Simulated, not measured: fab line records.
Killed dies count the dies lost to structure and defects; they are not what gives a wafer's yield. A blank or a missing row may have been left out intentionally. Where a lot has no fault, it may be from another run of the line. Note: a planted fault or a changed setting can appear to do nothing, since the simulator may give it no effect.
Matching of chambers || flow n5 finfet || ald sin-03 running N5_MOL_CONTACT_COAG_ALD_27: 4 sister chambers
The step deposits SiOC, target thk 17 nm, pulse time 1.5 s, time 2720 s. 4 wafers are shown with their chamber, then 8 later ones without.

== WAFERS PAIRED WITH THEIR CHAMBERS ==
{"wafer": "L090.3", "chamber": 3, "heater power w (W)": 958}
{"wafer": "L092.1", "chamber": 0, "heater power w (W)": 952}
{"wafer": "L092.6", "chamber": 2, "heater power w (W)": 872}
{"wafer": "L094.1", "chamber": 1, "heater power w (W)": 839}

== WAFERS WITHOUT THEIR CHAMBER ==
{"wafer": "L094.2", "heater power w (W)": 943}
{"wafer": "L094.5", "heater power w (W)": 967}
{"wafer": "L095.2", "heater power w (W)": 970}
{"wafer": "L095.5", "heater power w (W)": 954}
{"wafer": "L095.6", "heater power w (W)": 954}
{"wafer": "L097.2", "heater power w (W)": 967}
{"wafer": "L097.3", "heater power w (W)": 829}
{"wafer": "L097.6", "heater power w (W)": 947}

== WHICH CHAMBER EACH ONE RAN IN ==
{"wafer": "L094.2", "from the rows above": "can't be placed: 0 or 3", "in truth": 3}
{"wafer": "L094.5", "from the rows above": "can't be placed: 3 or 0", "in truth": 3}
{"wafer": "L095.2", "from the rows above": "can't be placed: 3 or 0", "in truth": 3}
{"wafer": "L095.5", "from the rows above": "can't be placed: 0 or 3", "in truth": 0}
{"wafer": "L095.6", "from the rows above": "can't be placed: 0 or 3", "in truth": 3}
{"wafer": "L097.2", "from the rows above": "can't be placed: 3 or 0", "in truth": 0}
{"wafer": "L097.3", "from the rows above": 1, "in truth": 1}
{"wafer": "L097.6", "from the rows above": "can't be placed: 0 or 3", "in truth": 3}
Correctly placed: 1 of 8. Unplaceable from these rows: 7, with the true chamber sitting among the candidates in 7. Number placed wrongly: 0.
How it was worked out, from the rows above alone: a wafer's distance from a chamber is the root of the sum, over the readings, of the square of ((its reading less the chamber's mean) divided by the reading's scatter). If the next closest chamber is less than 2 further off than the closest, the wafer can't be placed; otherwise it belongs to the closest. A chamber's mean is the mean of its shown wafers. The scatter: root of mean squared gap, hidden wafer to nearest shown wafer, with one shown wafer a chamber.
